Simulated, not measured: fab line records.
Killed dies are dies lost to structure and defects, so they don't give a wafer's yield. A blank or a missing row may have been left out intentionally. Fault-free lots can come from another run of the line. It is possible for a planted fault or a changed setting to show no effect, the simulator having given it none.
Which of the tools did it? -- flow n5_finfet -- route of 1938 steps, sampled at 1 step: 11 lots, 32 wafers

## WHAT THE GAUGES READ, wafer by wafer
N5_BEOL_M12_OCD_MEAS_35.
lot,measured,on,trench_depth_nm (nm)
L498,day 12 00:36,ocd-01,321 315 318
L496,day 12 01:14,ocd-02,313 316 311
L500,day 12 18:40,ocd-02,320 310 314
L499,day 12 18:47,ocd-01,315 320 317
L495,day 13 00:15,ocd-02,318 315 307
L505,day 13 16:32,ocd-02,309 315 314
L506,day 13 19:25,ocd-01,323 323 326
L507,day 14 13:37,ocd-01,311 325 326
L509,day 15 08:03,ocd-01,319 309 310
L515,day 17 05:28,ocd-01,311 313
L517,day 17 11:54,ocd-01,307 309 308

## EACH LOT AND THE TOOL THAT RAN IT (in order: tool; ch and the chambers of the sampled wafers; start)
No process step before these readings appears in the record.

## THE ANSWER, worked out from the rows above alone
Rule: the usual values come from the lots themselves. Put in order of their means at a reading, lots are off if they are a third of the lots or fewer, leave a main group of 4 or more, and stand apart from it by a gap of 3 or more times the standard deviation of the main group's means; of several such gaps the widest counts. Not used: any main group whose means are identical at the precision the tables above print for the reading. A lot without any number at a reading at which 4 lots or more have one is off too. Where the step has rows for the other lots, those lots are counted as sound.
No lot is off at any reading shown: from this, nothing can be told.

## WHAT HAD BEEN PUT IN BY THE SIMULATOR
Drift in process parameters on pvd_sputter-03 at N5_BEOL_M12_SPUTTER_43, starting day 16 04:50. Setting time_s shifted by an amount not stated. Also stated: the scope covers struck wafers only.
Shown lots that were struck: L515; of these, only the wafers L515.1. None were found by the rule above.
